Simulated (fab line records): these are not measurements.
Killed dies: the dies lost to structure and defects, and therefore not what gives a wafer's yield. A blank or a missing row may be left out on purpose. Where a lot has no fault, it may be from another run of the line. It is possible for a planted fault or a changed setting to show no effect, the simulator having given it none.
fab line records	flow n5_finfet
[record] lots = 6	wafers = 18	last_day = 18
route steps=1938 shown SDB@357 BEOL_M4@1111
lots that met no fault: from a run of the same line without faults
start_h: hours from the record's opening day to when the first of the lot's shown wafers began	wait_h: hours since the lot's step before	" the same as in the row above	L1.1+2: one row covering several wafers at once	- no value, or no start given	* or withheld: withheld	< > ~ a bound
route shown NAME@n: names a module that has steps shown in the file, with the first one's number in the route	usual: average and standard deviation across the fault-free wafers	same: alike in all rows	chamber/n: place in a boat	sites: readings site by site	_std_site: the values' standard deviation	_edge_site: the outer-site mean with the inner-site mean subtracted	radius_mm: for every site, how far away it sits from the centre of the wafer	mask NAME#n: copy n	behind: tool/chamber where the wafer was last shaped	hold: what put the lot on hold/how long, in hours/how the hold closed	device: which transistor (n, p or np) failed to switch	end of line: the route-end tests of the same wafers	step lacking rows: just its recipe	killed: not the wafer's yield, but the dies lost to structure and defects at the first sort	map: per-die view of a wafer (x killed, . not killed, _ where there is no die)
set.NAME: the setting the step ran with; set.NAME@STEP: the setting that earlier step ran with	model.NAME: the simulator's own value behind a step, which no gauge read
lots seen at some steps along the route; tables by step, rows by wafer
services: the hour from which a tool's chamber was out of use, counted from the record's first day as start_h (under 0 if before that day), plus the number of hours and why
[[steps]]
[step N5_SDB_OVL_MEAS_12]
[recipe] points_per_wafer = 44
[usual] SDB_OVL = 0.1/0.71
lot.wafer	tool	chamber	start_h	wait_h	SDB_OVL[nm]
L580.1	overlay-01	0	84.50	0.0	-0.7
L580.4	"	0	"	"	-0.4
L580.5	"	0	"	"	-0.3
L582.1	overlay-02	0	94.84	0.0	-1.2
L582.2	"	0	"	"	0.2
L582.5	"	0	"	"	0.6
L589.2	overlay-02	0	142.16	0.0	-0.3
L589.3	"	0	"	"	0.3
L589.6	"	0	"	"	-0.3
L590.2	overlay-02	0	148.88	0.0	-0.2
L590.3	"	0	"	"	-0.9
L590.4	"	0	"	"	-1.1
L597.3	overlay-01	0	185.51	0.0	0.5
L597.5	"	0	"	"	0.3
L597.6	"	0	"	"	-0.7
L599.4	overlay-01	0	195.24	0.0	1.0
L599.5	"	0	"	"	1.0
L599.6	"	0	"	"	0.6
[step N5_SDB_INSPECT_13]
[recipe] mode = adi	inspect_instrument = brightfield
[usual] raw_defect_count = 70/28
lot.wafer	tool	chamber	start_h	wait_h	raw_defect_count
L580.1	defect_inspect-01	-	84.52	0.0	64
L580.4	"	-	"	"	49
L580.5	"	-	"	"	62
L582.1	defect_inspect-01	-	94.87	0.0	68
L582.2	"	-	"	"	48
L582.5	"	-	"	"	87
L589.2	defect_inspect-02	-	142.18	0.0	59
L589.3	"	-	"	"	62
L589.6	"	-	"	"	44
L590.2	defect_inspect-02	-	148.91	0.0	135
L590.3	"	-	"	"	131
L590.4	"	-	"	"	101
L597.3	defect_inspect-02	-	185.54	0.0	64
L597.5	"	-	"	"	28
L597.6	"	-	"	"	69
L599.4	defect_inspect-01	-	195.27	0.0	59
L599.5	"	-	"	"	49
L599.6	"	-	"	"	93
[step N5_SDB_DESCUM_16]
[recipe] chemistry = O2	time_s = 7.9	source_power_w = 50	bias_power_w = 20	pressure_mtorr = 20	rf_frequency_hz = 2.712e+07	temp_c = 40	resist = CAR-ArF	o2_flow_sccm = 225
[usual] chamber_pressure_mTorr = 20.001/0.018	drypump_motor_current_A = 5.8/0.39	oes_product_au = 0.79/0.082	rf_vpp_V = 243.8/1.7	showerhead_plenum_p_Torr = 2.13/0.1	throttle_valve_pct = 20.34/0.16
lot.wafer	tool	chamber	start_h	wait_h	chamber_pressure_mTorr	drypump_motor_current_A	oes_product_au	rf_hours_counter_h	rf_vpp_V	showerhead_plenum_p_Torr	throttle_valve_pct
L580.1	rie_diel-05	0	84.56	0.0	19.999	5.5	0.78	131	243.7	2.19	20.18
L580.4	"	2	"	"	20.017	5.8	0.67	242	240.5	1.98	20.65
L580.5	"	3	"	"	20.001	6.3	0.73	-	245.6	2.17	20.59
L582.1	rie_diel-02	3	94.90	0.0	20.026	5.9	0.76	157	244.9	2.18	20.17
L582.2	"	0	"	"	20.013	5.3	0.93	7	244.5	2.23	20.12
L582.5	"	0	"	"	20.048	5.3	0.93	-	245.3	2.23	20.10
L589.2	rie_diel-05	0	142.22	0.0	20.006	5.5	0.76	153	244.6	2.18	20.23
L589.3	"	1	"	"	20.004	5.4	0.76	127	240.8	1.92	20.50
L589.6	"	1	"	"	19.979	5.4	0.77	-	240.5	1.92	20.50
L590.2	rie_diel-02	3	148.94	0.0	20.004	5.9	0.74	177	244.3	2.17	20.22
L590.3	"	0	"	"	19.987	5.3	0.88	28	243.9	2.22	20.12
L590.4	"	2	"	"	19.980	6.4	0.67	235	243.9	2.06	20.56
L597.3	rie_diel-04	0	185.57	0.0	20.008	6.4	0.88	46	244.9	2.23	20.22
L597.5	"	1	"	"	20.032	6.1	0.72	-	240.7	1.98	20.24
L597.6	"	2	"	"	19.987	6.1	0.86	-	242.1	2.03	20.49
L599.4	rie_diel-04	1	195.30	0.0	19.991	6.1	0.72	216	241.2	1.98	20.25
L599.5	"	0	"	"	20.005	6.4	0.88	-	246.2	2.23	20.23
L599.6	"	3	"	"	20.007	6.0	0.72	-	243.7	2.08	20.36
[step N5_SDB_ETCH_17]
[recipe] chemistry = CF4	target = SiARC	target_depth_a = 234	mask_material = CAR-ArF	time_s = 39	ion_energy_ev = 80	pressure_mtorr = 40	source_w = 545	bias_w = 36	Ar_flow_sccm = 100	cf4_flow_sccm = 100	ends = cleared
[usual] bias_w = 36.00/0.092	chamber_pressure_mTorr = 40.00/0.036	drypump_motor_current_A = 5.8/0.38	etch_rf_on_time_s = 38.8/0.52	oes_product_au = 0.68/0.069	rf_vpp_V = 184.4/1.5	showerhead_plenum_p_Torr = 2.18/0.093	throttle_valve_pct = 15.54/0.19
lot.wafer	tool	chamber	start_h	wait_h	bias_w	chamber_pressure_mTorr	drypump_motor_current_A	etch_rf_on_time_s	oes_product_au	rf_hours_counter_h	rf_vpp_V	showerhead_plenum_p_Torr	throttle_valve_pct
L580.1	rie_diel-05	0	84.59	0.0	36.05	39.97	5.5	39.2	0.67	131	183.9	2.23	15.37
L580.4	"	2	"	"	35.96	40.01	5.8	39.7	0.58	242	183.9	2.03	15.89
L580.5	"	3	"	"	36.08	40.00	6.3	38.6	0.62	-	186.7	2.21	15.79
L582.1	rie_diel-02	3	94.94	0.0	36.03	40.01	5.9	39.2	0.65	157	185.5	2.22	15.41
L582.2	"	0	"	"	36.09	39.95	5.3	38.0	0.79	7	185.7	2.27	15.23
L582.5	"	0	"	"	36.10	40.05	5.3	38.4	0.79	-	186.7	2.27	15.21
L589.2	rie_diel-05	0	142.26	0.0	36.03	39.99	5.6	38.9	0.66	153	185.2	2.22	15.42
L589.3	"	1	"	"	36.08	40.06	5.4	39.0	0.65	127	182.3	1.99	15.75
L589.6	"	1	"	"	36.11	40.03	5.4	38.6	0.65	-	182.9	1.99	15.74
L590.2	rie_diel-02	3	148.98	0.0	36.01	39.99	5.9	39.9	0.63	177	184.3	2.21	15.45
L590.3	"	0	"	"	36.00	40.00	5.3	39.0	0.74	28	183.9	2.27	15.25
L590.4	"	2	"	"	35.81	40.02	6.4	39.7	0.57	235	184.4	2.11	15.79
L597.3	rie_diel-04	0	185.61	0.0	35.93	40.04	6.4	38.0	0.76	46	184.5	2.27	15.34
L597.5	"	1	"	"	36.08	40.01	6.1	38.6	0.62	-	182.1	2.03	15.54
L597.6	"	2	"	"	36.01	39.94	6.1	38.1	0.75	-	182.0	2.09	15.73
L599.4	rie_diel-04	1	195.33	0.0	36.00	39.97	6.1	38.9	0.62	216	183.0	2.03	15.52
L599.5	"	0	"	"	36.10	39.98	6.4	38.4	0.75	-	185.5	2.27	15.35
L599.6	"	3	"	"	36.12	40.03	6.0	38.1	0.62	-	183.9	2.11	15.53
[step N5_SDB_ETCH_18]
[recipe] chemistry = N2/H2	target = SOC	target_depth_a = 1000	overetch_a = 200	mask_material = SiARC	temp_c = 40	time_s = 150	ion_energy_ev = 200	pressure_mtorr = 30	source_w = 840	bias_w = 150	n2_flow_sccm = 200	h2_flow_sccm = 200
[usual] bias_w = 150.0/0.43	chamber_pressure_mTorr = 30.001/0.028	drypump_motor_current_A = 5.8/0.39	n2_flow_sccm = 200.0/0.56	oes_product_au = 0.71/0.069	rf_vpp_V = 525/3.3	showerhead_plenum_p_Torr = 2.59/0.12	throttle_valve_pct = 17.79/0.2
lot.wafer	tool	chamber	start_h	wait_h	bias_w	chamber_pressure_mTorr	drypump_motor_current_A	n2_flow_sccm	oes_product_au	rf_hours_counter_h	rf_vpp_V	showerhead_plenum_p_Torr	throttle_valve_pct
L580.1	rie_diel-05	0	84.63	0.0	150.1	30.025	5.6	200.4	0.71	131	528	2.66	17.59
L580.4	"	2	"	"	149.8	29.981	5.8	198.8	0.61	242	520	2.40	18.07
L580.5	"	3	"	"	150.4	30.011	6.4	200.3	0.65	-	527	2.63	18.05
L582.1	rie_diel-02	3	94.97	0.0	149.9	30.047	5.9	200.3	0.68	157	527	2.65	17.71
L582.2	"	0	"	"	150.2	29.975	5.3	201.0	0.81	7	528	2.72	17.52
L582.5	"	0	"	"	150.9	30.020	5.3	199.8	0.82	-	530	2.72	17.50
L589.2	rie_diel-05	0	142.29	0.0	150.2	29.942	5.5	200.2	0.69	153	527	2.65	17.63
L589.3	"	1	"	"	149.6	30.070	5.4	200.6	0.69	127	519	2.35	18.00
L589.6	"	1	"	"	150.1	30.009	5.4	200.4	0.69	-	519	2.35	17.99
L590.2	rie_diel-02	3	149.01	0.0	149.5	29.975	5.9	200.0	0.66	177	526	2.64	17.75
L590.3	"	0	"	"	149.9	29.973	5.3	199.8	0.78	28	527	2.71	17.54
L590.4	"	2	"	"	150.5	29.998	6.4	200.0	0.60	235	523	2.51	18.11
L597.3	rie_diel-04	0	185.64	0.0	150.1	30.040	6.4	199.8	0.79	46	528	2.69	17.55
L597.5	"	1	"	"	150.0	30.005	6.1	199.2	0.65	-	522	2.41	17.71
L597.6	"	2	"	"	150.2	29.992	6.1	200.5	0.76	-	522	2.48	17.97
L599.4	rie_diel-04	1	195.37	0.0	149.2	30.000	6.1	201.2	0.65	216	520	2.41	17.68
L599.5	"	0	"	"	149.5	29.978	6.4	200.7	0.79	-	528	2.69	17.57
L599.6	"	3	"	"	149.9	29.994	6.0	199.8	0.65	-	523	2.52	17.80
[step N5_SDB_STRIP_19]
[recipe] chemistry = N2/H2	temp_c = 40	n2_flow_sccm = 200	h2_flow_sccm = 200	rf_frequency_hz = 6e+07
[step N5_SDB_STRIP_21]
[recipe] chemistry = CF4	resist = SiARC	power_w = 300	bias_power_w = 75	pressure_mtorr = 50	cf4_flow_sccm = 150	rf_frequency_hz = 6e+07
[step N5_SDB_HM_OPEN_20]
[recipe] chemistry = CH3F/O2	target = SiNx	mask_material = SOC	target_depth_a = 240	stop_on = poly-Si	over_etch_frac = 0.4	ion_energy_ev = 120	pressure_mtorr = 30	source_w = 395	bias_w = 73	Ar_flow_sccm = 150	CH3F_flow_sccm = 30	O2_flow_sccm = 20
[step N5_SDB_STRIP_22]
[recipe] chemistry = N2/H2	power_w = 1000	temp_c = 250	h2_frac = 0.65	overash_fraction = 0.3	pressure_mtorr = withheld	n2_flow_sccm = 1750	h2_flow_sccm = 3250
[usual] drypump_motor_current_A = 5.35/0.22	heater_power_w = 350/14	n2_flow_sccm = 1750/4.6	oes_product_au = 0.715/0.0042	strip_time_to_endpoint_s = 96.4/0.31
lot.wafer	tool	chamber	start_h	wait_h	drypump_motor_current_A	heater_power_w	n2_flow_sccm	oes_product_au	rf_hours_counter_h	strip_time_to_endpoint_s
L580.1	plasma_asher-02	0	84.87	0.1	5.20	345	1749	0.714	35	96.1
L580.4	"	1	"	"	5.53	361	1754	0.714	-	96.5
L580.5	"	1	"	"	5.53	349	1759	0.714	-	96.4
L582.1	plasma_asher-01	0	95.21	0.1	5.02	327	1759	0.716	90	96.4
L582.2	"	1	"	"	5.65	371	1744	0.716	90	96.0
L582.5	"	0	"	"	5.03	322	1757	0.719	-	96.2
L589.2	plasma_asher-02	1	142.53	0.1	5.53	359	1748	0.706	47	96.6
L589.3	"	1	"	"	5.51	355	1750	0.714	-	96.5
L589.6	"	0	"	"	5.20	343	1748	0.718	-	96.6
L590.2	plasma_asher-01	0	149.63	0.4	4.99	327	1749	0.714	100	96.5
L590.3	"	1	"	"	5.70	371	1762	0.717	-	96.0
L590.4	"	0	"	"	4.97	325	1747	0.716	-	96.4
L597.3	plasma_asher-01	0	185.92	0.1	5.01	331	1756	0.719	-	95.7
L597.5	"	0	"	"	4.98	328	1754	0.713	-	96.5
L597.6	"	1	"	"	5.65	359	1744	0.717	-	96.2
L599.4	plasma_asher-02	0	195.65	0.1	5.20	342	1748	0.718	-	97.0
L599.5	"	0	"	"	5.21	339	1750	0.717	-	96.4
L599.6	"	1	"	"	5.52	364	1742	0.718	-	96.6
[step N5_SDB_PRECLEAN_23]
[recipe] chemistry = dHF	time_s = 30	temp_c = 25	dilution = withheld
[step N5_SDB_DUMMY_REMOVE_24]
[recipe] chemistry = TMAH	temp_c = 70	target = poly-Si	stop_on = SiO2	target_depth_nm = 142	conc_wt_pct = 5	time_s = 57	dry = ipa_marangoni	rinse_time_s = 30	rinse_temp_c = 23
[step N5_SDB_ETCH_25]
[recipe] chemistry = C4F6/O2	target = SiO2	target_depth_a = 100	time_s = 3.3	ion_energy_ev = 250	mask_material = SiNx	pressure_mtorr = 30	source_w = 345	bias_w = 185	Ar_flow_sccm = 300	C4F6_flow_sccm = 10	O2_flow_sccm = 10
[usual] bias_w = 185.1/0.62	chamber_pressure_mTorr = 29.997/0.026	drypump_motor_current_A = 5.9/0.37	oes_product_au = 0.78/0.082	rf_vpp_V = 668/5	showerhead_plenum_p_Torr = 2.87/0.13	throttle_valve_pct = 21.09/0.19
lot.wafer	tool	chamber	start_h	wait_h	bias_w	chamber_pressure_mTorr	drypump_motor_current_A	oes_product_au	rf_hours_counter_h	rf_vpp_V	showerhead_plenum_p_Torr	throttle_valve_pct
L580.1	rie_diel-04	1	85.08	0.0	184.9	30.012	6.1	0.75	176	658	2.72	20.95
L580.4	"	0	"	"	185.0	29.992	6.4	0.96	11	666	3.03	20.86
L580.5	"	0	"	"	185.3	29.997	6.4	0.96	-	665	3.03	20.86
L582.1	rie_diel-05	0	95.43	0.0	185.7	30.001	5.5	0.77	134	675	2.96	20.90
L582.2	"	1	"	"	185.9	30.003	5.4	0.79	108	665	2.65	21.29
L582.5	"	0	"	"	185.3	29.977	5.5	0.78	-	673	2.96	20.92
L589.2	rie_diel-04	0	143.03	0.3	186.2	30.015	6.4	0.91	31	665	3.02	20.91
L589.3	"	3	"	"	186.4	30.004	6.0	0.75	188	669	2.81	20.97
L589.6	"	3	"	"	185.0	29.982	6.0	0.75	-	671	2.81	20.99
L590.2	rie_diel-02	3	149.85	0.0	184.9	30.011	5.9	0.74	177	665	2.93	20.88
L590.3	"	0	"	"	186.0	30.031	5.3	0.88	28	666	3.01	20.92
L590.4	"	2	"	"	185.4	29.978	6.4	0.68	236	673	2.80	21.27
L597.3	rie_diel-04	2	186.10	0.0	185.7	29.991	6.1	0.85	59	667	2.78	21.35
L597.5	"	0	"	"	184.6	29.971	6.4	0.88	-	666	3.01	20.91
L597.6	"	3	"	"	186.3	30.002	6.0	0.73	-	672	2.81	21.02
L599.4	rie_diel-05	1	196.27	0.5	185.4	30.016	5.4	0.75	142	665	2.63	21.35
L599.5	"	0	"	"	185.4	29.973	5.5	0.74	-	672	2.94	20.94
L599.6	"	3	"	"	185.2	29.982	6.3	0.70	-	663	2.92	21.35
[step N5_SDB_CUT_ETCH_26]
[recipe] chemistry = HBr/Cl2/O2	target = Si	target_depth_a = 1296	bt_time_s = 20	mask_material = SiNx	time_s = 51.8	ion_energy_ev = *	bias_w = *	pressure_mtorr = 10	icp_w = 800	HBr_flow_sccm = 150	Cl2_flow_sccm = 80	O2_flow_sccm = 12
[usual] bias_w = *	chamber_pressure_mTorr = 10.000/0.0092	drypump_motor_current_A = 5.6/0.62	mfc_cl2_sccm = 80.01/0.24	oes_product_au = 0.997/0.013	throttle_valve_pct = 37.24/0.26
lot.wafer	tool	chamber	start_h	wait_h	bias_w	chamber_pressure_mTorr	drypump_motor_current_A	mfc_cl2_sccm	oes_product_au	rf_hours_counter_h	throttle_valve_pct	model.SDB.feature_depth_nm	model.etch.depth_nm	model.SiNx_of_SDB_HM_DEP_00.thk_nm
L580.1	rie_si-05	1	85.17	0.1	*	9.994	6.3	80.06	0.983	58	37.63	128.8	128.9	21.2
L580.4	"	2	"	"	*	9.987	5.3	79.64	1.015	196	37.19	131.2	131.3	21.4
L580.5	"	2	"	"	*	9.994	5.3	79.54	1.004	-	37.17	131.4	131.4	21.6
L582.1	rie_si-06	1	95.51	0.1	*	10.005	5.4	79.96	0.988	31	36.92	128.4	128.4	22
L582.2	"	0	"	"	*	9.983	5.9	80.26	0.984	118	37.67	130.2	130.3	22
L582.5	"	1	"	"	*	10.002	5.5	79.96	0.988	-	36.94	128.6	128.5	23
L589.2	rie_si-05	2	143.11	0.1	*	10.005	5.3	79.92	1.033	0	37.27	132.4	132.4	21.6
L589.3	"	1	"	"	*	9.998	6.3	80.04	0.986	59	37.63	130.4	130.3	22.2
L589.6	"	0	"	"	*	9.995	4.9	80.10	1.000	-	37.25	136	136	19.2
L590.2	rie_si-05	1	149.93	0.1	*	10.002	6.3	80.01	0.987	59	37.64	129.2	129.2	21.6
L590.3	"	0	"	"	*	10.006	4.9	79.77	1.009	189	37.25	133.8	133.7	19.6
L590.4	"	2	"	"	*	10.004	5.3	79.67	1.032	0	37.25	131.4	131.3	21.8
L597.3	rie_si-06	0	186.18	0.1	*	10.008	5.9	79.77	0.993	120	37.68	131.4	131.5	21.4
L597.5	"	0	"	"	*	9.977	5.9	79.79	0.989	-	37.69	130.8	130.8	21.8
L597.6	"	3	"	"	*	10.007	5.6	80.36	0.981	-	37.24	129	129	21.6
L599.4	rie_si-06	2	196.39	0.1	*	10.017	4.9	80.14	0.992	-	37.45	129.6	129.5	22.8
L599.5	"	0	"	"	*	9.991	5.9	80.24	0.997	-	37.68	131.6	131.5	21.8
L599.6	"	3	"	"	*	10.010	5.6	79.84	0.987	-	37.25	129.8	129.7	22.2
[step N5_SDB_PRECLEAN_38]
[recipe] chemistry = dHF	time_s = 10	dilution = 750:1	temp_c = 25
lot.wafer	tool	chamber	start_h	wait_h	model.SiNx_of_SDB_HM_DEP_00.thk_nm
L580.1	wet_bench-01	1	85.29	0.1	21.2
L580.4+5	"	0,5	"	"	21.4
L582.1+2	wet_bench-05	2,3	95.63	0.1	22
L582.5	"	6	"	"	22.8
L589.2	wet_bench-05	4	143.23	0.1	21.6
L589.3	"	3	"	"	22.2
L589.6	"	5	"	"	19.2
L590.2	wet_bench-05	5	150.05	0.1	21.6
L590.3	"	0	"	"	19.6
L590.4	"	4	"	"	21.8
L597.3	wet_bench-05	0	186.30	0.1	21.4
L597.5	"	6	"	"	21.8
L597.6	"	5	"	"	21.6
L599.4	wet_bench-06	0	196.47	0.0	22.8
L599.5	"	6	"	"	21.6
L599.6	"	7	"	"	22
[step N5_SDB_PRECLEAN_39]
[recipe] chemistry = O3/DIW	time_s = 45	temp_c = 22	o3_ppm = 10
[step N5_BEOL_M4_RC_MEAS_101]
[usual] DIBL_N = 35.9/1.3	DIBL_P = 35.9/1.5	IOFF_N = 0.152/0.023	IOFF_P = 0.204/0.027	ION_N = 673/9.2	ION_P = 462/6.7	SS_N = 71.4/0.48	SS_P = 73.2/0.55	VT_N = 250.3/2.6	VT_P = -250.6/3
lot.wafer	tool	chamber	start_h	wait_h	DIBL_N[mV/V]	DIBL_P[mV/V]	IOFF_N[nA/um]	IOFF_P[nA/um]	ION_N[uA/um]	ION_P[uA/um]	SS_N[mV/dec]	SS_P[mV/dec]	VT_N[mV]	VT_P[mV]
L582.1	prober-01	0	208.44	0.0	33.9	33.4	0.111	0.167	667	465	70.2	72.2	252.3	-254.0
L582.2	"	0	"	"	35.6	35.4	0.142	0.194	664	458	71.1	73.6	251.6	-250.2
L582.5	"	0	"	"	36.7	37.1	0.156	0.220	678	470	71.8	73.6	248.0	-251.2
L580.1	prober-02	0	210.24	0.0	35.9	36.7	0.157	0.184	676	454	70.9	73.6	250.0	-255.3
L580.4	"	0	"	"	35.6	36.1	0.153	0.183	677	455	71.4	73.0	249.8	-253.7
L580.5	"	0	"	"	34.1	34.7	0.131	0.165	657	451	70.7	73.4	253.1	-255.4
L589.2	prober-01	0	249.32	0.2	33.1	32.3	0.133	0.194	660	466	71.9	73.0	252.7	-250.9
L589.3	"	0	"	"	34.5	33.5	0.151	0.209	674	466	71.0	74.4	249.7	-248.4
L589.6	"	0	"	"	33.1	31.6	0.129	0.186	667	460	70.5	73.0	251.7	-251.0
L590.2	prober-02	0	275.04	0.2	35.7	33.3	0.133	0.219	680	472	71.2	73.0	253.4	-245.7
L590.3	"	0	"	"	35.6	33.3	0.134	0.215	659	466	71.0	72.8	252.2	-245.3
L590.4	"	0	"	"	36.3	33.2	0.138	0.212	673	469	71.9	72.6	252.2	-245.2
L597.3	prober-02	0	305.78	0.3	35.8	36.8	0.156	0.192	682	466	71.3	73.1	251.0	-251.5
L597.5	"	0	"	"	36.3	36.9	0.171	0.197	675	458	71.6	73.2	247.3	-253.1
L597.6	"	0	"	"	36.4	37.0	0.172	0.190	680	464	71.6	73.4	247.0	-253.9
L599.4	prober-01	0	332.40	0.5	36.9	34.6	0.139	0.201	657	458	71.7	73.5	253.3	-251.9
L599.5	"	0	"	"	36.5	35.2	0.141	0.211	654	458	71.0	73.9	253.8	-252.1
L599.6	"	0	"	"	38.6	37.2	0.187	0.241	672	462	71.9	74.0	249.5	-250.9
[[services]]
tool	chamber	start_h	hours	kind
rie_diel-05	2	60.80	8.2	repair
plasma_asher-01	-	66.22	1.2	repair
rie_si-05	1	72.60	3.6	repair
rie_si-06	2	75.11	39.6	repair
rie_diel-02	-	85.35	0.4	repair
rie_si-06	-	98.32	4.3	pm
rie_si-06	3	106.99	3.7	repair
rie_diel-05	2	108.52	-	clean
rie_diel-05	2	108.52	-	consumable_replace:focus_ring
rie_diel-05	2	108.52	-	consumable_replace:showerhead
rie_diel-05	2	108.52	29.3	scheduled_down
rie_diel-05	2	108.52	29.3	vent_cycle
rie_diel-02	2	113.74	6.6	repair
rie_si-05	2	125.20	-	clean
rie_si-05	2	125.20	13.7	scheduled_down
rie_si-06	-	137.70	14.6	pm
rie_si-06	-	158.76	0.3	repair
rie_si-06	3	163.21	1.5	repair
rie_si-05	-	168.90	0.2	repair
rie_si-06	1	188.95	15.3	repair
rie_diel-02	2	193.76	-	clean
rie_diel-02	2	193.76	-	consumable_replace:focus_ring
rie_diel-02	2	193.76	21.7	scheduled_down
rie_diel-02	2	193.76	21.7	vent_cycle
[[key]]
[first_sign] step = N5_SDB_CUT_ETCH_26	reading = bias_w	direction = up	sigmas = 82	usual = *	struck = *
effect none on later readings
[model_effect] step = N5_SDB_CUT_ETCH_26	value = SDB.feature_depth_nm	without = 128.1	struck = 134.9
[model_effect] step = N5_SDB_PRECLEAN_38	value = SiNx_of_SDB_HM_DEP_00.thk_nm	without = 22.2	struck = 19.4
met_at N5_SDB_CUT_ETCH_26
struck_wafers L589.6,L590.3
[fault] kind = process_parameter_drift	tool = rie_si-05	chamber = 0	onset_h = 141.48	steps = N5_SDB_CUT_ETCH_26	channel = bias_w	offset = *	shape = step	end_h = 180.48	acts_in = *	stated = *
